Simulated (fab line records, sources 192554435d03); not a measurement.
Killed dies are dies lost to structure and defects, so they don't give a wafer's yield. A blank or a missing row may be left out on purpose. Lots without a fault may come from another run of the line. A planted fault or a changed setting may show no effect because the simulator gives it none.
Split-lot experiment | flow n5_finfet | 7 lots, 21 wafers read, on a route of 1938 steps

THE SPLIT
At N5_FIN_CUT_COAT_18 (time 60 s, resist thk 230 nm), the setting spin_rpm was moved away from the recipe's 1500 rpm on 7 of the 21 wafers read, by -10.7% to +11.2%. The other wafers ran this setting at the recipe's value.

FROM THE SPLIT TO THE READING: what the file shows between them, 4 steps
- N5_FIN_CUT_COAT_19: time 60 s, resist thk 20 nm
- N5_FIN_CUT_COAT_29: time 60 s, resist thk 10 nm
- N5_FIN_CUT_ETCH_30: etches underlayer in N2/H2, target depth 13 nm, time 10.4 s
- N5_FIN_CUT_ETCH_20: etches SiARC in CF4, target depth 26 nm, time 43.3 s

THE READING
etch.depth_nm (the simulator's own value, which no gauge read), in nm, at N5_FIN_CUT_ETCH_21 (etches SOC in N2/H2, target depth 219 nm, overetch 43.8 nm, time 523.5 s). The file gives no usual value for it. The 14 wafers here that ran the recipe average 229.5 nm, standard deviation 0.83 nm.

wafer  | tool, chamber at the split | spin_rpm as run, rpm | against the recipe | etch.depth_nm, nm | against lot-mates on the recipe
L077.1 | litho_track-04, 0          | 1500                 | recipe             | 230.9             | -
L077.2 | litho_track-04, 0          | 1500                 | recipe             | 230.6             | -
L077.3 | litho_track-04, 0          | 1500                 | recipe             | 230.1             | -
L078.3 | litho_track-03, 0          | 1545                 | +3.0%              | 226.3             | -4.1
L078.4 | litho_track-03, 0          | 1500                 | recipe             | 230.4             | -
L078.5 | litho_track-03, 0          | 1545                 | +3.0%              | 227.4             | -3.0
L079.2 | litho_track-03, 0          | 1500                 | recipe             | 229.8             | -
L079.4 | litho_track-03, 0          | 1387                 | -7.5%              | 238.9             | +9.1
L079.5 | litho_track-03, 0          | 1387                 | -7.5%              | 239.4             | +9.6
L080.3 | litho_track-05, 0          | 1339                 | -10.7%             | 241.8             | +13.1
L080.4 | litho_track-05, 0          | 1339                 | -10.7%             | 242               | +13.3
L080.5 | litho_track-05, 0          | 1500                 | recipe             | 228.7             | -
L091.4 | litho_track-04, 0          | 1668                 | +11.2%             | 218.1             | -11.9
L091.5 | litho_track-04, 0          | 1500                 | recipe             | 229.9             | -
L091.6 | litho_track-04, 0          | 1500                 | recipe             | 230.1             | -
L094.2 | litho_track-05, 0          | 1500                 | recipe             | 229.5             | -
L094.3 | litho_track-05, 0          | 1500                 | recipe             | 229.2             | -
L094.4 | litho_track-05, 0          | 1500                 | recipe             | 229.4             | -
L095.2 | litho_track-04, 0          | 1500                 | recipe             | 228               | -
L095.3 | litho_track-04, 0          | 1500                 | recipe             | 228.5             | -
L095.5 | litho_track-04, 0          | 1500                 | recipe             | 228.6             | -

THE FIT
A straight line over all 21 wafers: etch.depth_nm changes by -1.13 nm for each +1% of spin_rpm; r = -0.99; the points scatter about the line by 0.86 nm.
The same after taking each lot's own level away (the mean of its wafers on the recipe; 21 wafers): -1.18 nm for each +1%; r = -1.00; scatter 0.43 nm.
On that fit, the largest move of spin_rpm shifts the reading by 13 nm.
The lots' own levels span 228.37 to 230.53 nm, that is 2.6 times the standard deviation above.
So the lot-to-lot level changes the slope little: the two slopes agree.
Check: with one of the wafers moved furthest among these (+11.2%) left out of the fit, the line predicts -13.7 nm for it against its lot-mates. It came out at -11.9 nm against them.

OTHER SPLITS ON THESE WAFERS
These wafers also went through other splits before the reading. Each is held against what the fit with the lots' levels taken away leaves over:
other split on the same wafers          | wafers away from the commonest value | r with etch.depth_nm (lot level and that fit taken away)
N5_ZERO_LAYER_EXPOSE_08 dose_mj         | 7                                    | -0.09
N5_ZERO_LAYER_DEVELOP_10 develop_time_s | 10                                   | +0.12
N5_WELL_APT_COAT_02 spin_rpm            | 8                                    | +0.38
N5_FIN_SAQP_FIN_ETCH_36 icp_w           | 5                                    | +0.55

THE WHOLE CHAIN: every reading that the file lists as answering this split, in the file's order
step               | what it does                                                             | reading                                                                        | change (the file's fit)              | r (the file's)
N5_FIN_CUT_COAT_18 | time 60 s, resist thk 230 nm                                             | SOC_of_FIN_CUT_COAT_18.thk_nm (the simulator's own value, which no gauge read) | -1.17 nm for each +1% of the setting | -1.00
N5_FIN_CUT_ETCH_21 | etches SOC in N2/H2, target depth 219 nm, overetch 43.8 nm, time 523.5 s | etch.depth_nm (the simulator's own value, which no gauge read)                 | -1.16 nm for each +1% of the setting | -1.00

THE FILE'S OWN FIT
etch.depth_nm changes by -1.16 nm for each +1% of spin_rpm, r = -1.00.
